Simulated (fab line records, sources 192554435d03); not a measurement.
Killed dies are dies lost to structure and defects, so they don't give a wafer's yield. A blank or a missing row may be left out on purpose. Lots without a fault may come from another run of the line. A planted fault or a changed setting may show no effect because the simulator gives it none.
A struck lot beside a sound one | flow n5_finfet | 38 steps out of a route of 1938
Sound: wafers L778.1, L778.3, L778.5. Struck: wafers L786.2, L786.3, L786.6. The cause comes at the end.
At each step with rows: each side's tool, then ch and its chambers, then its first start. Under that, the readings that differ: sound wafers | struck wafers | difference of the means | sigmas: that difference in standard deviations of wafers without a fault.
alike: readings whose means differ by less than 2 such deviations, and words and numbers that are the same on both sides. not compared: withheld readings, readings that some wafer has no value for, bounds like >300 that may hide the same value, and numbers for which the record gives no deviation and whose values overlap.
The two part at a step that has a row with sigmas, a row that says differs or no value, or rows on one side only. Numbers that don't overlap but have no deviation are shown without sigmas and don't part them. A reading that every wafer of one side lacks parts them only if that side has two wafers or more.

first, 9 steps without rows for these wafers: N5_BEOL_M3_COAT_68 (time 60 s, resist thk 12 nm); N5_BEOL_M3_COAT_76 (time 60 s, resist thk 5 nm); N5_BEOL_M3_COAT_22 (resist thk 30 nm); N5_BEOL_M3_EBR_24; N5_BEOL_M3_SOFTBAKE_23 (time 60 s); N5_BEOL_M3_EXPOSE_25 (exposes mask V2, defocus 5 nm); N5_BEOL_M3_PEB_26 (peb time 60 s); N5_BEOL_M3_DEVELOP_27 (develop time 30 s); N5_BEOL_M3_DESCUM_33 (chemistry O2, time 7 s).
N5_BEOL_M3_ETCH_77: etches underlayer in N2/H2, target depth 6.5 nm, time 5.2 s.
  sound on rie_diel-04 ch 1,3, day 7 14:39; struck on rie_diel-04 ch 1,2,3, day 9 09:21
  alike: bias_w, drypump_motor_current_A, etch_rf_on_time_s, oes_product_au, rf_vpp_V, showerhead_plenum_p_Torr, throttle_valve_pct
  not compared: rf_hours_counter_h
then, 27 steps without rows for these wafers: N5_BEOL_M3_ETCH_69 (etches SiARC in CF4, target depth 15.6 nm, time 26 s); N5_BEOL_M3_ALD_98 (deposits SiO2, target thk 2.5 nm, pulse time 1 s, co reactant pulse time 1 s); N5_BEOL_M3_ETCHBACK_99 (etches SiO2 in CHF3, target depth 5 nm, time 10.4 s); N5_BEOL_M3_ETCH_70 (etches SOC in N2/H2, target depth 80 nm, overetch 16 nm, time 120 s); N5_BEOL_M3_STRIP_71 (strips in N2/H2); N5_BEOL_M3_STRIP_78 (strips in N2/H2); N5_BEOL_M3_VIA_ETCH_34 (etches the open film in C4F6/O2, target depth 69.4 nm, time 65.9 s); N5_BEOL_M3_STRIP_83 (strips in C4F6/O2); N5_BEOL_M3_STRIP_36 (strips in N2/H2); N5_BEOL_M3_TRENCH_ETCH_37 (etches SiOC in C4F6/O2, target depth 55.555 nm, time 29.2 s); N5_BEOL_M3_ETCH_41 (etches SiCN in CH3F/O2, target depth 29.9 nm, time 52.5 s); N5_BEOL_M3_STRIP_97 (strips in N2/H2, time 10 s); N5_BEOL_M3_HM_STRIP_39 (strips TiN in peroxide tin strip, target depth 25 nm, time 158 s); N5_BEOL_M3_SRD_40 (time 30 s); N5_BEOL_M3_PRECLEAN_42 (cleans in residue remover, time 60 s); N5_BEOL_M3_SRD_43 (time 30 s); N5_BEOL_M3_DEGAS_44 (time 60 s); N5_BEOL_M3_PRE_CLEAN_45 (time 30 s); N5_BEOL_M3_ALD_84 (deposits TaN, pulse time 2 s, purge time 3 s, co reactant purge time 2 s); N5_BEOL_M3_SURFACE_TREAT_85; N5_BEOL_M3_CVD_47 (deposits Co from CCTBA/H2, target thk 3 nm, time 223.8 s); N5_BEOL_M3_SPUTTER_48 (material Cu, target thk 4.5 nm, time 8.29 s); N5_BEOL_M3_ANNEAL_49 (time 240 s); N5_BEOL_M3_SPUTTER_79 (material Cu, target thk 4.5 nm, time 8.29 s); N5_BEOL_M3_ANNEAL_80 (time 240 s); N5_BEOL_M3_SPUTTER_81 (material Cu, target thk 4.5 nm, time 8.29 s); N5_BEOL_M3_ANNEAL_82 (time 240 s).
-- the record jumps here: 6 days lie between the struck wafers' starts before and after (it left off in module BEOL_M3 and takes up again in module PASSIVATION, whose first step shown is number 1936 of the route) --
N5_PASSIVATION_PROBE_49:
  the record has rows for the struck wafers here (prober-02, day 15 02:40) and none for the sound ones

WHERE THEY PART
Only at N5_PASSIVATION_PROBE_49, within this record.

WHY: what the simulator had put in
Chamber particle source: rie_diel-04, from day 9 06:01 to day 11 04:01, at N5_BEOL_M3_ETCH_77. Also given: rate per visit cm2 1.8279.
